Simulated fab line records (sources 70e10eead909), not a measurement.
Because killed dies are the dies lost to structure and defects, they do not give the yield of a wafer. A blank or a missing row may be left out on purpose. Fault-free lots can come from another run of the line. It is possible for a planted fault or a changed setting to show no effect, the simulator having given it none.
Check for tools in common    flow nandHarc    Lots sampled 11, wafers sampled 33

## WHY IT WAS OPENED
On 1 of the 11 lots, a flag is raised at NHARC_P_GATE_CD_MEAS_59 on the reading cdNm. Wafers without a fault read 719.5 nm, standard deviation 1.4.
Rule: flag the lot when none of its wafers has a number, or when each of its wafers that has one lies beyond 4 standard deviations from that mean. As for the other lots, they are considered sound.

lot   measured      on        cdNm (nm), wafer by wafer  flag
L853  day 5 06:56   cdSem-03  719.8 718.1 719.1          
L860  day 7 04:10   cdSem-01  719.0 718.7 718.0          
L862  day 7 19:58   cdSem-03  721.0 721.0 720.7          
L861  day 7 20:13   cdSem-02  719.8 719.4 720.4          
L864  day 8 12:35   cdSem-02  701.2 700.2 699.6          FLAGGED
L867  day 8 19:35   cdSem-02  719.9 717.6 717.3          
L872  day 9 23:25   cdSem-01  720.2 721.2 720.7          
L873  day 10 08:05  cdSem-03  721.4 722.1 719.5          
L874  day 10 14:18  cdSem-02  719.2 720.4 721.1          
L875  day 10 16:15  cdSem-01  722.8 722.6 721.4          
L876  day 10 20:01  cdSem-03  717.7 717.9 720.3          
Average over the flagged lots: 700.3 nm; offset from the usual -19.2 nm, equal to -14 standard deviations.

## TOOL THAT RAN EACH LOT
3 process steps preceding the reading are held in the record, out of 1159 steps in the route. In each cell: the tool, then ch and the chambers that the sampled wafers went through, then the start.
lot   flag     NHARC_P_GATE_STRIP_108             NHARC_P_GATE_STRIP_101             NHARC_P_GATE_EXPOSE_56
L853           rieDiel-08 ch 0,1,3, day 4 16:49   rieDiel-12 ch 0,1,2, day 5 03:11   krfScanner-03 ch 0, day 5 06:47
L860           rieDiel-12 ch 0,3, day 6 15:01     rieDiel-08 ch 0,1,3, day 7 01:29   krfScanner-02 ch 0, day 7 04:01
L862           rieDiel-12 ch 1,2,3, day 7 06:56   rieDiel-12 ch 1,2,3, day 7 17:18   krfScanner-03 ch 0, day 7 19:49
L861           rieDiel-08 ch 1,2,3, day 7 07:24   rieDiel-12 ch 2,3, day 7 17:32     krfScanner-04 ch 0, day 7 20:04
L864  FLAGGED  rieDiel-08 ch 0,3, day 7 23:37     rieDiel-03 ch 0,1, day 8 09:56     krfScanner-03 ch 0, day 8 12:26
L867           rieDiel-08 ch 0,3, day 8 06:31     rieDiel-03 ch 0,2,3, day 8 16:58   krfScanner-04 ch 0, day 8 19:26
L872           rieDiel-12 ch 0,1, day 9 10:29     rieDiel-03 ch 0,2, day 9 20:52     krfScanner-03 ch 0, day 9 23:16
L873           rieDiel-03 ch 2,3, day 9 19:24     rieDiel-08 ch 1,2, day 10 05:32    krfScanner-02 ch 0, day 10 07:55
L874           rieDiel-12 ch 1,3, day 10 01:15    rieDiel-12 ch 0,2, day 10 11:37    krfScanner-04 ch 0, day 10 14:08
L875           rieDiel-08 ch 0,1,3, day 10 01:21  rieDiel-12 ch 2,3, day 10 13:30    krfScanner-02 ch 0, day 10 16:05
L876           rieDiel-08 ch 0,2,3, day 10 07:11  rieDiel-03 ch 0,1,3, day 10 17:24  krfScanner-02 ch 0, day 10 19:52
What the steps here do:
- NHARC_P_GATE_STRIP_108: strips in O2.
- NHARC_P_GATE_STRIP_101: strips in O2, time 20 s.
- NHARC_P_GATE_EXPOSE_56: exposes mask P PSD, target cd 720 nm.
- NHARC_P_GATE_CD_MEAS_59: target cd 720 nm.

## FLAGGED OVER TOTAL, TOOL BY TOOL (the gauges that took the reading come last)
step                     tool           lots run  flagged  share of the flagged lots  sound lots run after its first flagged lot
NHARC_P_GATE_STRIP_108   rieDiel-03     1         0        none                       -
NHARC_P_GATE_STRIP_108   rieDiel-08     6         1        all                        3 (L867,L875,L876)
NHARC_P_GATE_STRIP_108   rieDiel-12     4         0        none                       -
NHARC_P_GATE_STRIP_101   rieDiel-03     4         1        all                        3 (L867,L872,L876)
NHARC_P_GATE_STRIP_101   rieDiel-08     2         0        none                       -
NHARC_P_GATE_STRIP_101   rieDiel-12     5         0        none                       -
NHARC_P_GATE_EXPOSE_56   krfScanner-02  4         0        none                       -
NHARC_P_GATE_EXPOSE_56   krfScanner-03  4         1        all                        1 (L872)
NHARC_P_GATE_EXPOSE_56   krfScanner-04  3         0        none                       -
NHARC_P_GATE_CD_MEAS_59  cdSem-01       3         0        none                       -
NHARC_P_GATE_CD_MEAS_59  cdSem-02       4         1        all                        2 (L867,L874)
NHARC_P_GATE_CD_MEAS_59  cdSem-03       4         0        none                       -

## THE TABLE: WHAT IT ALLOWS
4 rows of the table ran every flagged lot: rieDiel-08 at NHARC_P_GATE_STRIP_108, rieDiel-03 at NHARC_P_GATE_STRIP_101, krfScanner-03 at NHARC_P_GATE_EXPOSE_56, cdSem-02 at NHARC_P_GATE_CD_MEAS_59.
- rieDiel-08 at NHARC_P_GATE_STRIP_108 ran 6 lots, 1 of them flagged. Lots that were sound ran on it after the first flagged one (L867, L875, L876); a persistent fault on the entire tool would not allow that.
- rieDiel-03 at NHARC_P_GATE_STRIP_101 ran 4 lots, 1 of them flagged. Lots that were sound ran on it after the first flagged one (L867, L872, L876); a persistent fault on the entire tool would not allow that.
- krfScanner-03 at NHARC_P_GATE_EXPOSE_56 ran 4 lots, 1 of them flagged. Lots that were sound ran on it after the first flagged one (L872); a persistent fault on the entire tool would not allow that.
- cdSem-02 at NHARC_P_GATE_CD_MEAS_59 ran 4 lots, 1 of them flagged. Lots that were sound ran on it after the first flagged one (L867, L874); a persistent fault on the entire tool would not allow that.
None of the table's rows ran every flagged lot and, after the first, no sound lot.

## WHAT THE SIMULATOR HAD INSERTED
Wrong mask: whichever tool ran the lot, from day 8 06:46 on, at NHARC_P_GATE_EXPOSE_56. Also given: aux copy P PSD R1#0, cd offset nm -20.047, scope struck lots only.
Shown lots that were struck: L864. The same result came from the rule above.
